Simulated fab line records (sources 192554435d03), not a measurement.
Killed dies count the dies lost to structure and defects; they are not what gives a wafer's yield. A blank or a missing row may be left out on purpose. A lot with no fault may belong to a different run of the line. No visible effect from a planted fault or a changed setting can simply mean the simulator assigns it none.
fab line records -- flow n5Finfet
[record] lots = 6, wafers = 18, lastDay = 16
route steps=1938 shown BEOL_M14@1758 PASSIVATION@1936
lots that met no fault: from a run of the same line without faults
startH: start of the lot's first displayed wafer, in hours after the record's first day -- waitH: hours from the lot's prior step to this one -- " as in the row above -- L1.1+2: one row covering several wafers at once -- - either no value or no given start -- * or withheld: withheld -- < > ~ a bound
route shown NAME@n: a module of which the file shows steps, and the number in the route of the first -- usual: mean and standard deviation over wafers with no fault -- same: alike in all rows -- chamber/n: place in a boat -- sites: per-site readings -- _std_site: the standard deviation of these -- _edge_site: outer sites' mean less inner sites' -- radiusMm: for every site, how far away it sits from the centre of the wafer -- mask NAME#n: copy n -- behind: the last tool/chamber to shape the wafer -- hold: why the lot was held/for how many hours/how that ended -- device: transistor that didn't switch, given as n, p or np -- end of line: tests of these same wafers at the route's end -- step lacking rows: just its recipe -- killed: count of dies lost to structure and defects at first sort (not the wafer's yield) -- map: shows each die of a wafer: x if killed, . if not, _ if none is there
set.NAME: the setting the step ran with; set.NAME@STEP: the setting that earlier step ran with -- model.NAME: the simulator's own value behind a step, which no gauge read
lots seen at some steps along the route; tables by step, rows by wafer
services: a tool's chamber out of use, with start hour (startH, from the record's first day; less than 0 if before it), hours out, and reason
[[steps]]
[step N5_BEOL_M14_PRECLEAN_39]
[recipe] chemistry = residueRemover, timeS = 60, tempC = 40
[step N5_BEOL_M14_SRD_40]
[recipe] timeS = 30, tempC = 23, rinseLiquid = diw, dry = n2Spin, spinRpm = 1500, dryTimeS = 30
[step N5_BEOL_M14_DEGAS_41]
[recipe] ambient = vacuum, tempC = 300, timeS = 60
[usual] heaterPowerW = 449/56
lot.wafer,tool,chamber,startH,waitH,heaterPowerW
L170.1,pvdSputter-03,-,275.78,0.4,391
L170.4,pvdSputter-03,-,275.78,0.4,473
L170.5,pvdSputter-03,-,275.78,0.4,550
L175.3,pvdSputter-03,-,303.04,0.1,365
L175.4,pvdSputter-03,-,303.04,0.1,386
L175.5,pvdSputter-03,-,303.04,0.1,396
L178.1,pvdSputter-02,-,337.07,0.3,403
L178.2,pvdSputter-02,-,337.07,0.3,374
L178.4,pvdSputter-02,-,337.07,0.3,487
L183.1,pvdSputter-01,-,337.51,0.2,482
L183.4,pvdSputter-01,-,337.51,0.2,448
L183.5,pvdSputter-01,-,337.51,0.2,466
L179.1,pvdSputter-02,-,337.87,0.2,396
L179.2,pvdSputter-02,-,337.87,0.2,492
L179.6,pvdSputter-02,-,337.87,0.2,401
L186.3,pvdSputter-03,-,367.66,0.4,483
L186.5,pvdSputter-03,-,367.66,0.4,399
L186.6,pvdSputter-03,-,367.66,0.4,543
[step N5_BEOL_M14_PRE_CLEAN_42]
[recipe] gas = H2/He, timeS = 30, tempC = 300
[usual] heaterPowerW = 449/57
lot.wafer,tool,chamber,startH,waitH,heaterPowerW
L170.1,pvdSputter-03,-,275.82,0.0,391
L170.4,pvdSputter-03,-,275.82,0.0,467
L170.5,pvdSputter-03,-,275.82,0.0,540
L175.3,pvdSputter-03,-,303.08,0.0,393
L175.4,pvdSputter-03,-,303.08,0.0,386
L175.5,pvdSputter-03,-,303.08,0.0,388
L178.1,pvdSputter-02,-,337.11,0.0,401
L178.2,pvdSputter-02,-,337.11,0.0,379
L178.4,pvdSputter-02,-,337.11,0.0,495
L183.1,pvdSputter-01,-,337.55,0.0,482
L183.4,pvdSputter-01,-,337.55,0.0,450
L183.5,pvdSputter-01,-,337.55,0.0,478
L179.1,pvdSputter-02,-,337.91,0.0,406
L179.2,pvdSputter-02,-,337.91,0.0,494
L179.6,pvdSputter-02,-,337.91,0.0,396
L186.3,pvdSputter-03,-,367.70,0.0,485
L186.5,pvdSputter-03,-,367.70,0.0,398
L186.6,pvdSputter-03,-,367.70,0.0,525
[step N5_BEOL_M14_SPUTTER_43]
[recipe] material = TaN, targetThkA = 150, tempC = 50, biasV = 168.6, powerW = 15000, chamberPressurePa = 0.12, timeS = 24.19
[step N5_BEOL_M14_SPUTTER_44]
[recipe] material = Ta, targetThkA = 150, tempC = 50, biasV = 80, powerW = 15000, chamberPressurePa = 0.07, timeS = 24.19
[step N5_BEOL_M14_SPUTTER_45]
[recipe] material = Cu, targetThkA = 1000, tempC = -20, biasV = 60, powerW = 26000, chamberPressurePa = 0.13, timeS = 16.67
[usual] throttleValvePct = 30.1/0.68
lot.wafer,tool,chamber,startH,waitH,throttleValvePct
L170.1,pvdSputter-03,-,276.02,0.0,30.6
L170.4,pvdSputter-03,-,276.02,0.0,28.8
L170.5,pvdSputter-03,-,276.02,0.0,30.5
L175.3,pvdSputter-03,-,303.28,0.0,30.1
L175.4,pvdSputter-03,-,303.28,0.0,30.8
L175.5,pvdSputter-03,-,303.28,0.0,30.9
L178.1,pvdSputter-02,-,337.31,0.0,30.9
L178.2,pvdSputter-02,-,337.31,0.0,30.3
L178.4,pvdSputter-02,-,337.31,0.0,30.2
L183.1,pvdSputter-01,-,337.75,0.0,30.3
L183.4,pvdSputter-01,-,337.75,0.0,30.3
L183.5,pvdSputter-01,-,337.75,0.0,30.2
L179.1,pvdSputter-02,-,338.11,0.0,30.7
L179.2,pvdSputter-02,-,338.11,0.0,30.4
L179.6,pvdSputter-02,-,338.11,0.0,31.0
L186.3,pvdSputter-03,-,367.90,0.0,28.8
L186.5,pvdSputter-03,-,367.90,0.0,30.5
L186.6,pvdSputter-03,-,367.90,0.0,30.7
[step N5_BEOL_M14_ECD_47]
[recipe] material = Cu, targetThkA = 12480
[step N5_BEOL_M14_ANNEAL_48]
[recipe] tempC = 225, timeS = 90, ambient = N2
[usual] wafer_temp_C_max = 226.11/0.27
lot.wafer,tool,chamber,startH,waitH,wafer_temp_C_max
L170.1,rtpAnneal-01,0,276.33,0.1,226.53
L170.4,rtpAnneal-01,0,276.33,0.1,226.42
L170.5,rtpAnneal-01,0,276.33,0.1,226.47
L175.3,rtpAnneal-01,0,303.68,0.2,226.23
L175.4,rtpAnneal-01,0,303.68,0.2,226.46
L175.5,rtpAnneal-01,0,303.68,0.2,225.94
L178.1,rtpAnneal-01,0,337.62,0.1,226.15
L178.2,rtpAnneal-01,0,337.62,0.1,226.17
L178.4,rtpAnneal-01,0,337.62,0.1,226.42
L183.1,rtpAnneal-02,0,338.29,0.2,226.02
L183.4,rtpAnneal-02,0,338.29,0.2,225.95
L183.5,rtpAnneal-02,0,338.29,0.2,225.86
L179.1,rtpAnneal-02,0,338.56,0.2,225.89
L179.2,rtpAnneal-02,0,338.56,0.2,226.18
L179.6,rtpAnneal-02,0,338.56,0.2,226.08
L186.3,rtpAnneal-01,0,368.30,0.2,226.20
L186.5,rtpAnneal-01,0,368.30,0.2,225.99
L186.6,rtpAnneal-01,0,368.30,0.2,225.94
[step N5_BEOL_M14_CMP_49]
[recipe] stopOn = SiO2, tOverpolishS = 5.2, downForcePsi = 2, platenRpm = 80, clearingPlatenDownForcePsi = 2, clearingPlatenRpm = 80, postCmpClean = cuAlkaline, targetThkNm = 560, clearingPlatenPadVelocityMS = 1.5917, padVelocityMS = 1.5917
[usual] barrierFieldEndpointS = 11.3/0.31, motorCurrentA = 7.6/0.61, overpolishRunS = 5.199/0.009, timeToEndpointS = 121/5.7
lot.wafer,tool,chamber,startH,waitH,barrierFieldEndpointS,motorCurrentA,overpolishRunS,timeToEndpointS
L170.4,cmp-04,0,276.66,0.2,11.1,7.4,5.186,117
L170.1,cmp-04,1,276.66,0.2,11.3,8.0,5.204,117
L170.5,cmp-04,0,276.66,0.2,11.4,7.1,5.202,120
L175.4,cmp-01,0,303.88,0.1,11.5,7.4,5.212,122
L175.3,cmp-01,1,303.88,0.1,11.5,7.7,5.185,124
L175.5,cmp-01,1,303.88,0.1,11.7,7.6,5.180,127
L178.4,cmp-02,3,337.92,0.1,11.0,7.3,5.199,117
L178.1,cmp-02,0,337.92,0.1,11.4,7.9,5.207,125
L178.2,cmp-02,1,337.92,0.1,11.1,8.2,5.204,120
L183.4,cmp-04,1,338.70,0.2,11.0,8.1,5.195,113
L183.1,cmp-04,0,338.70,0.2,11.1,7.1,5.207,116
L183.5,cmp-04,1,338.70,0.2,11.1,8.1,5.194,114
L179.1,cmp-04,2,339.00,0.4,11.2,7.8,5.189,117
L179.2,cmp-04,3,339.00,0.4,11.0,6.5,5.205,115
L179.6,cmp-04,1,339.00,0.4,10.8,8.2,5.189,112
L186.3,cmp-04,3,368.58,0.2,11.0,6.6,5.200,111
L186.5,cmp-04,1,368.58,0.2,11.1,8.0,5.191,113
L186.6,cmp-04,2,368.58,0.2,11.4,8.0,5.205,122
[step N5_BEOL_M14_THK_MEAS_50]
[recipe] thkMeasGauge = xrf, reads = Cu_of_BEOL_M14_ECD_47
[usual] M14_THK = 551/14
lot.wafer,tool,chamber,startH,waitH,M14_THK[nm]
L170.1,filmMetro-02,-,276.92,-,579
L170.4,filmMetro-02,-,276.92,-,556
L170.5,filmMetro-02,-,276.92,-,570
L175.3,filmMetro-01,-,304.18,-,553
L175.4,filmMetro-01,-,304.18,-,541
L175.5,filmMetro-01,-,304.18,-,551
L178.1,filmMetro-01,-,338.21,-,535
L178.2,filmMetro-01,-,338.21,-,565
L178.4,filmMetro-01,-,338.21,-,559
L183.1,filmMetro-01,-,339.00,-,545
L183.4,filmMetro-01,-,339.00,-,541
L183.5,filmMetro-01,-,339.00,-,544
L179.1,filmMetro-01,-,339.22,-,547
L179.2,filmMetro-01,-,339.22,-,573
L179.6,filmMetro-01,-,339.22,-,564
L186.3,filmMetro-01,-,368.80,-,542
L186.5,filmMetro-01,-,368.80,-,540
L186.6,filmMetro-01,-,368.80,-,572
[step N5_BEOL_M14_PRE_CLEAN_52]
[recipe] gas = NH3, timeS = 15, tempC = withheld, rfPowerW = 300
[step N5_BEOL_M14_DEP_53]
[recipe] material = SiCN, targetThkA = 500, tempC = withheld, precursor = 3MS/NH3, pressureTorr = 3, rfW = 675, timeS = 17.8
[usual] showerheadPlenumPTorr = 4.160/0.023, throttleValvePct = 18.2/0.72
lot.wafer,tool,chamber,startH,waitH,showerheadPlenumPTorr,throttleValvePct,model.SiCN_of_BEOL_M14_DEP_53.thkNm
L170.1,pecvd-02,1,276.98,0.0,4.145,18.9,49.6
L170.4,pecvd-02,0,276.98,0.0,4.192,17.1,51.6
L170.5,pecvd-02,1,276.98,0.0,4.144,19.0,50.4
L175.3,pecvd-04,0,304.24,0.0,4.117,18.7,50.4
L175.4,pecvd-04,1,304.24,0.0,4.192,17.9,51
L175.5,pecvd-04,2,304.24,0.0,4.129,19.0,50.6
L178.1,pecvd-04,1,338.27,0.0,4.200,17.5,49.8
L178.2,pecvd-04,0,338.27,0.0,4.135,18.6,54
L178.4,pecvd-04,0,338.27,0.0,4.134,18.5,54.8
L183.1,pecvd-04,0,339.06,0.0,4.133,18.6,50
L183.4,pecvd-04,2,339.06,0.0,4.131,18.9,55
L183.5,pecvd-04,0,339.06,0.0,4.128,18.6,51.2
L179.1,pecvd-01,1,339.29,0.0,4.146,17.6,49.8
L179.2,pecvd-01,2,339.29,0.0,4.177,18.4,49
L179.6,pecvd-01,0,339.29,0.0,4.141,19.1,50.4
L186.3,pecvd-02,0,368.86,0.0,4.194,17.5,49.8
L186.5,pecvd-02,2,368.86,0.0,4.196,17.4,49.6
L186.6,pecvd-02,0,368.86,0.0,4.195,17.2,50.8
[step N5_BEOL_M14_RS_MEAS_54]
[recipe] thkMeasGauge = four-point-probe, reads = Cu_of_BEOL_M14_ECD_47+Ta_of_BEOL_M14_SPUTTER_44+TaN_of_BEOL_M14_SPUTTER_43
[usual] M14_RS = 0.0332/0.0008
lot.wafer,tool,chamber,startH,waitH,M14_RS[ohm/sq]
L170.1,filmMetro-02,-,277.05,0.0,0.0320
L170.4,filmMetro-02,-,277.05,0.0,0.0335
L170.5,filmMetro-02,-,277.05,0.0,0.0326
L175.3,filmMetro-01,-,304.31,0.1,0.0328
L175.4,filmMetro-01,-,304.31,0.1,0.0336
L175.5,filmMetro-01,-,304.31,0.1,0.0330
L178.1,filmMetro-01,-,338.34,0.0,0.0339
L178.2,filmMetro-01,-,338.34,0.0,0.0323
L178.4,filmMetro-01,-,338.34,0.0,0.0325
L183.1,filmMetro-02,-,339.13,0.0,0.0333
L183.4,filmMetro-02,-,339.13,0.0,0.0334
L183.5,filmMetro-02,-,339.13,0.0,0.0333
L179.1,filmMetro-01,-,339.37,0.1,0.0334
L179.2,filmMetro-01,-,339.37,0.1,0.0316
L179.6,filmMetro-01,-,339.37,0.1,0.0322
L186.3,filmMetro-01,-,368.93,0.1,0.0332
L186.5,filmMetro-01,-,368.93,0.1,0.0333
L186.6,filmMetro-01,-,368.93,0.1,0.0317
[step N5_PASSIVATION_PROBE_49]
[usual] defectLimitedYield = 91.4/1.5, killed_at_M0_to_M3 = 34/12, killed_at_M4_up = 12/4.9, killedAtContacts = 13/7.2, killedAtFrontEnd = 39/12, killedAtOther = 3.7/2.9, killedDies = 101/18, killedOpen = 67/14, killedShort = 33/7.2, sort_bin_5_function = 5.1/0.97, sort_bin_6_memory = 3.2/0.67, sortNPass = 1079/17, sortYieldPct = 91.4/1.5
[same] grossDies = 1180, killedAtBackSide = 0, sort_bin_4_leakage[%] = 0, sort_bin_8_speed[%] = 0
lot.wafer,tool,chamber,startH,waitH,defectLimitedYield[%],killed_at_M0_to_M3,killed_at_M4_up,killedAtContacts,killedAtFrontEnd,killedAtOther,killedDies,killedOpen,killedShort,sort_bin_5_function[%],sort_bin_6_memory[%],sortNPass,sortYieldPct[%]
L175.3,prober-01,-,326.68,0.1,90.8,46,9,13,40,1,109,89,20,4.9,4.1,1071,90.8
L175.4,prober-01,-,326.73,0.2,88.6,64,19,6,37,8,134,96,36,6.7,4.4,1046,88.6
L175.5,prober-01,-,326.78,0.2,89.0,71,6,10,38,5,130,92,38,6.9,3.6,1050,89.0
L178.1,prober-01,-,356.86,0.0,91.3,19,7,14,51,12,103,60,42,4.7,3.3,1077,91.3
L178.2,prober-01,-,356.91,0.1,91.7,45,13,12,26,2,98,67,30,5.5,2.5,1082,91.7
L178.4,prober-01,-,357.01,0.2,92.7,30,7,11,35,3,86,58,27,4.3,2.8,1094,92.7
L183.1,prober-01,-,363.44,0.0,91.5,47,11,4,37,1,100,70,28,4.9,3.5,1080,91.5
L183.4,prober-01,-,363.59,0.2,90.5,53,11,10,33,5,112,66,43,5.7,3.4,1068,90.5
L183.5,prober-01,-,363.64,0.2,93.4,37,8,0,28,5,78,54,21,3.1,3.3,1102,93.4
L179.1,prober-01,-,364.29,0.0,94.2,20,11,12,22,3,68,52,16,3.8,1.9,1112,94.2
L179.2,prober-01,-,364.34,0.1,91.9,18,11,20,46,1,96,58,35,4.7,3.0,1084,91.9
L179.6,prober-01,-,364.54,0.3,93.2,23,8,8,39,2,80,50,27,3.6,3.1,1100,93.2
// killed by level:class
L175.3 BEOL_M3:geometricParticle:open=17 FIN_SAQP:geometricParticle:open=13 MOL_CONTACT_COAG:geometricParticle:open=12 STI_FIN_REVEAL:geometricParticle:open=11 BEOL_M0:geometricParticle:open=10 BEOL_M0_SAQP:geometricParticle:open=7 FIN_SAQP:geometricParticle:short=6 STARTING-WAFER:geometricParticle:open=3
L175.4 BEOL_M0_SAQP:geometricParticle:open=13 BEOL_M1:geometricParticle:open=11 STI_FIN_REVEAL:geometricParticle:open=10 BEOL_M0_SAQP:geometricParticle:short=10 BEOL_M0:geometricParticle:open=9 BEOL_M3:geometricParticle:open=8 BEOL_M4:geometricParticle:open=8 FIN_SAQP:geometricParticle:open=5
L175.5 BEOL_M3:geometricParticle:open=25 FIN_SAQP:geometricParticle:short=12 BEOL_M1:geometricParticle:open=11 FIN_SAQP:geometricParticle:open=10 BEOL_M0_SAQP:geometricParticle:open=9 STI_FIN_REVEAL:geometricParticle:open=8 MOL_CONTACT_COAG:geometricParticle:open=8 BEOL_M0_SAQP:geometricParticle:short=7
L178.1 FIN_SAQP:geometricParticle:open=18 GATE_CUT:geometricParticle:short=10 MOL_CONTACT_COAG:geometricParticle:open=10 FIN_SAQP:geometricParticle:short=7 GATE_CUT:geometricParticle:open=6 BEOL_M0_SAQP:geometricParticle:short=5 MIM_TOP:geometricParticle:open=5 MOL_CONTACT_COAG:geometricParticle:short=4
L178.2 BEOL_M0_SAQP:geometricParticle:short=16 MOL_CONTACT_COAG:geometricParticle:open=12 BEOL_M0_SAQP:geometricParticle:open=10 BEOL_M3:geometricParticle:open=5 GATE_CUT:geometricParticle:open=5 BEOL_M5:geometricParticle:open=5 STI_FIN_REVEAL:geometricParticle:open=4 BEOL_M2:geometricParticle:open=4
L178.4 FIN_SAQP:geometricParticle:open=16 FIN_SAQP:geometricParticle:short=7 MOL_CONTACT_COAG:geometricParticle:open=7 BEOL_M0_SAQP:geometricParticle:short=7 BEOL_M1:geometricParticle:open=6 BEOL_M0_SAQP:geometricParticle:open=6 BEOL_M3:geometricParticle:open=6 MOL_CONTACT_COAG:geometricParticle:short=4
L183.1 BEOL_M1:geometricParticle:open=15 STI_FIN_REVEAL:geometricParticle:open=12 FIN_SAQP:geometricParticle:open=10 BEOL_M0_SAQP:geometricParticle:open=8 BEOL_M0_SAQP:geometricParticle:short=6 BEOL_M2:geometricParticle:short=6 BEOL_M3:geometricParticle:open=5 BEOL_M5:geometricParticle:open=4
L183.4 BEOL_M0_SAQP:geometricParticle:short=12 BEOL_M2:geometricParticle:open=10 STI_FIN_REVEAL:geometricParticle:open=9 BEOL_M0_SAQP:geometricParticle:open=8 BEOL_M1:geometricParticle:short=8 BEOL_M1:geometricParticle:open=8 MOL_CONTACT_COAG:geometricParticle:open=7 FIN_SAQP:geometricParticle:short=6
L183.5 STI_FIN_REVEAL:geometricParticle:open=10 BEOL_M0_SAQP:geometricParticle:open=10 BEOL_M3:geometricParticle:open=6 BEOL_M0_SAQP:geometricParticle:short=4 BEOL_M0:geometricParticle:open=4 BEOL_M1:geometricParticle:open=4 BEOL_M2:geometricParticle:open=4 STARTING-WAFER:geometricParticle:short=4
L179.1 MOL_CONTACT_COAG:geometricParticle:open=9 GATE_CUT:geometricParticle:open=6 BEOL_M2:geometricParticle:open=6 DUMMY_GATE:geometricParticle:open=4 BEOL_M2:geometricParticle:short=4 BEOL_M3:geometricParticle:open=4 BEOL_M5:geometricParticle:open=4 STARTING-WAFER:geometricParticle:open=4
L179.2 FIN_SAQP:geometricParticle:open=14 MOL_CONTACT_COAG:geometricParticle:open=14 GATE_CUT:geometricParticle:short=7 MOL_CONTACT_COAG:geometricParticle:short=6 BEOL_M3:geometricParticle:open=5 BEOL_M4:geometricParticle:open=5 BEOL_M4:geometricParticle:short=4 STI_FIN_REVEAL:geometricParticle:open=3
L179.6 STI_FIN_REVEAL:geometricParticle:open=12 MOL_CONTACT_COAG:geometricParticle:open=7 BEOL_M2:geometricParticle:open=7 FIN_SAQP:geometricParticle:short=6 DUMMY_GATE:geometricParticle:open=6 BEOL_M3:geometricParticle:open=5 BEOL_M4:geometricParticle:open=4 BEOL_M0_SAQP:geometricParticle:short=3
[[services]]
tool,chamber,startH,hours,kind
cmp-04,-,264.91,0.9,repair
cmp-01,-,265.48,1.2,repair
pecvd-04,1,277.93,6.6,repair
pecvd-01,1,285.45,3.6,repair
pecvd-04,2,290.08,10.2,scheduledDown
pecvd-02,1,297.77,2.1,scheduledDown
cmp-02,-,300.87,5.9,repair
pecvd-01,2,301.67,5.5,scheduledDown
pecvd-02,-,314.19,0.9,repair
cmp-04,-,316.35,4.8,pm
cmp-01,-,327.64,3.1,repair
cmp-04,-,337.47,0.8,repair
pecvd-04,-,348.77,4.3,pm
cmp-01,-,350.40,4.0,pm
cmp-02,-,353.52,3.4,pm
cmp-01,-,354.40,-,consumableReplace:conditioner
cmp-01,-,354.40,-,consumableReplace:pad
[[key]]
firstSign none at tools or gauges
[modelEffect] step = N5_BEOL_M14_DEP_53, value = SiCN_of_BEOL_M14_DEP_53.thkNm, without = 50.33, struck = 54.6
metAt N5_BEOL_M14_DEP_53
struckWafers L178.2,L178.4,L183.4
onsetBetween 304.24 338.27
[fault] kind = processParameterDrift, tool = pecvd-04, chamber = -, onsetH = 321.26, steps = N5_BEOL_M14_DEP_53, channel = timeS, offset = *, shape = step, endH = 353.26, scope = struckWafersOnly, actsIn = *, stated = *
